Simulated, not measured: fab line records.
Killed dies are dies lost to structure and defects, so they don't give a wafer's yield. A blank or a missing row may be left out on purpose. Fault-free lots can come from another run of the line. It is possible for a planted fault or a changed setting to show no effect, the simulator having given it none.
A struck lot beside a sound one / flow n5 finfet / 14 steps out of a route of 1938
Sound: the wafers L149.1, L149.3, L149.4. Struck: wafer L155.1 (left out: L155.4, a lot-mate that was not struck); the cause follows at the end.
Per side, at each step with rows, come the tool, then ch with its chambers, and then its first start. Under that, the readings that differ: sound wafers / struck wafers / difference of the means / sigmas: that difference in standard deviations of wafers without a fault.
alike: readings with means less than 2 such deviations apart, plus words and numbers identical on both sides. not compared: withheld readings, readings lacking a value on some wafer, bounds such as >300 that could conceal the same value, and numbers that have no deviation in the record and whose values overlap.
A row with sigmas, a row that says differs or no value, or rows on one side alone: a step with any of these is where the two part. Numbers that have no deviation but don't overlap get no sigmas and don't part them. A reading missing from all wafers of one side parts the sides only when that side holds two or more wafers.

first, 7 steps without rows for these wafers: N5_BEOL_M11_COAT_64 (time 60 s, resist thk 30 nm); N5_BEOL_M11_COAT_22 (resist thk 90 nm); N5_BEOL_M11_EBR_24; N5_BEOL_M11_SOFTBAKE_23 (time 60 s); N5_BEOL_M11_EXPOSE_25 (exposes mask V10); N5_BEOL_M11_PEB_26 (peb time 60 s); N5_BEOL_M11_DEVELOP_27 (develop time 30 s).
N5_BEOL_M11_CD_MEAS_28: the cd target is 70 nm.
  sound on cd sem-02 ch 0, day 14 03:43; struck on cd sem-02 ch 0, day 15 05:17
  alike: cd nm
N5_BEOL_M11_OVL_MEAS_29:
  sound on overlay-01 ch 0, day 14 03:44; struck on overlay-02 ch 0, day 15 05:19
  alike: V10_OVL
N5_BEOL_M11_INSPECT_30: inspects for defects (brightfield).
  struck on defect inspect-01, day 15 05:21; sound on defect inspect-02, day 14 03:46
  alike: raw defect count
N5_BEOL_M11_DESCUM_33: chemistry O2, time 7.9 s.
  sound on rie diel-03 ch 0,1,2, day 14 04:03; struck on rie diel-03 ch 1, day 15 05:23
reading=rf hours counter h (h); sound=24 199 204; struck=212; difference=+70; sigmas=
  alike: drypump motor current A, oes product au, rf vpp V, showerhead plenum p Torr, throttle valve pct
N5_BEOL_M11_ETCH_65: etches SiARC in CF4, target depth 39 nm, time 65 s.
  sound on rie diel-03 ch 0,1,2, day 14 04:05; struck on rie diel-03 ch 1, day 15 05:25
reading=rf hours counter h (h); sound=24 199 204; struck=212; difference=+70; sigmas=
  alike: drypump motor current A, etch rf on time s, mfc ar sccm, oes product au, rf vpp V, showerhead plenum p Torr, throttle valve pct
N5_BEOL_M11_ETCH_66: etches SOC in N2/H2, target depth 120 nm, overetch 24 nm, time 180 s.
  sound on rie diel-03 ch 0,1,2, day 14 04:08; struck on rie diel-03 ch 1, day 15 05:28
reading=rf hours counter h (h); sound=24 199 204; struck=212; difference=+70; sigmas=
reading=model.etch.depth nm (nm); sound=99.41 99.47 99.7; struck=95.92; difference=-3.61; sigmas=
reading=model.SiARC_of_BEOL_M11_COAT_64.thk nm (nm); sound=22.2 22.8 22.8; struck=25; difference=+2; sigmas=
  alike: drypump motor current A, oes product au, rf vpp V, showerhead plenum p Torr, throttle valve pct
then, 1 step without rows for these wafers: N5_BEOL_M11_STRIP_69 (strips in N2/H2).

== WHERE THEY PART ==
Nowhere in this record.

WHY: what had been put in by the simulator
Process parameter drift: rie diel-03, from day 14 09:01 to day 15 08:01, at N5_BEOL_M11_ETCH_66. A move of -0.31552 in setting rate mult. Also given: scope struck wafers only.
